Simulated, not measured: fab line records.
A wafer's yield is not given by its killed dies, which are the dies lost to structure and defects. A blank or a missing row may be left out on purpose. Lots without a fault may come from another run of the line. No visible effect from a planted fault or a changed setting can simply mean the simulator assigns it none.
Chamber matching / flow nand harc / rie si-06 running NHARC_A_ZERO_WELL_ETCH_13: 4 sister chambers
The step etches the open film in HBr/Cl2, target depth 120 nm, time 40.1 s. 14 wafers are shown with their chamber, then 6 later ones without.

EACH WAFER AND ITS CHAMBER
wafer=L599.1; chamber=1; drypump motor current A (A)=5.8; oes product au (a.u.)=0.996; throttle valve pct (%)=26.409
wafer=L599.3; chamber=2; drypump motor current A (A)=5.4; oes product au (a.u.)=1.023; throttle valve pct (%)=26.405
wafer=L599.4; chamber=3; drypump motor current A (A)=5.4; oes product au (a.u.)=1.011; throttle valve pct (%)=26.401
wafer=L602.1; chamber=1; drypump motor current A (A)=5.8; oes product au (a.u.)=0.993; throttle valve pct (%)=26.416
wafer=L602.2; chamber=0; drypump motor current A (A)=6.2; oes product au (a.u.)=1.014; throttle valve pct (%)=26.411
wafer=L602.3; chamber=2; drypump motor current A (A)=5.5; oes product au (a.u.)=1.025; throttle valve pct (%)=26.429
wafer=L612.2; chamber=1; drypump motor current A (A)=5.7; oes product au (a.u.)=0.994; throttle valve pct (%)=26.417
wafer=L612.4; chamber=2; drypump motor current A (A)=5.5; oes product au (a.u.)=0.991; throttle valve pct (%)=26.405
wafer=L612.5; chamber=1; drypump motor current A (A)=5.8; oes product au (a.u.)=1.001; throttle valve pct (%)=26.421
wafer=L610.3; chamber=0; drypump motor current A (A)=6.2; oes product au (a.u.)=1.015; throttle valve pct (%)=26.400
wafer=L610.6; chamber=2; drypump motor current A (A)=5.5; oes product au (a.u.)=0.995; throttle valve pct (%)=26.402
wafer=L617.1; chamber=3; drypump motor current A (A)=5.4; oes product au (a.u.)=0.999; throttle valve pct (%)=26.415
wafer=L617.5; chamber=0; drypump motor current A (A)=6.2; oes product au (a.u.)=1.002; throttle valve pct (%)=26.394
wafer=L617.6; chamber=3; drypump motor current A (A)=5.4; oes product au (a.u.)=1.011; throttle valve pct (%)=26.402

SIGNATURES (means of the wafers above)
reading=drypump motor current A; chamber 0=6.200; chamber 1=5.775; chamber 2=5.475; chamber 3=5.400; scatter within a chamber=0.0387
reading=oes product au; chamber 0=1.01033; chamber 1=0.99600; chamber 2=1.00850; chamber 3=1.00700; scatter within a chamber=0.011
reading=throttle valve pct; chamber 0=26.40167; chamber 1=26.41575; chamber 2=26.41025; chamber 3=26.40600; scatter within a chamber=0.00906
Rule: distance of a wafer from a chamber = root of the sum over the readings of ((wafer's reading minus chamber's mean) / reading's scatter) squared. The wafer belongs to the nearest chamber; if the next one is less than 2 further off, it can't be placed. The scatter: the root of (the sum of the squares of (reading less its chamber's mean) over the shown wafers, divided by (wafers less chambers)).

WAFERS WITH NO CHAMBER GIVEN
wafer=L618.2; drypump motor current A (A)=5.4; oes product au (a.u.)=1.014; throttle valve pct (%)=26.401
wafer=L618.3; drypump motor current A (A)=5.5; oes product au (a.u.)=0.985; throttle valve pct (%)=26.416
wafer=L618.6; drypump motor current A (A)=6.2; oes product au (a.u.)=0.997; throttle valve pct (%)=26.409
wafer=L622.2; drypump motor current A (A)=5.8; oes product au (a.u.)=0.987; throttle valve pct (%)=26.399
wafer=L622.3; drypump motor current A (A)=5.5; oes product au (a.u.)=0.979; throttle valve pct (%)=26.400
wafer=L622.4; drypump motor current A (A)=5.4; oes product au (a.u.)=1.003; throttle valve pct (%)=26.422

WHICH CHAMBER EACH ONE RAN IN
wafer=L618.2; from the rows above=can't be placed: 3 or 2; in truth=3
wafer=L618.3; from the rows above=can't be placed: 2 or 3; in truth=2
wafer=L618.6; from the rows above=0; in truth=0
wafer=L622.2; from the rows above=1; in truth=1
wafer=L622.3; from the rows above=can't be placed: 2 or 3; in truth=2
wafer=L622.4; from the rows above=can't be placed: 3 or 2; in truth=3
Correct placement for 2 of the 6. Unplaceable from these rows: 4, with the true chamber sitting among the candidates in 4. Number placed wrongly: 0.
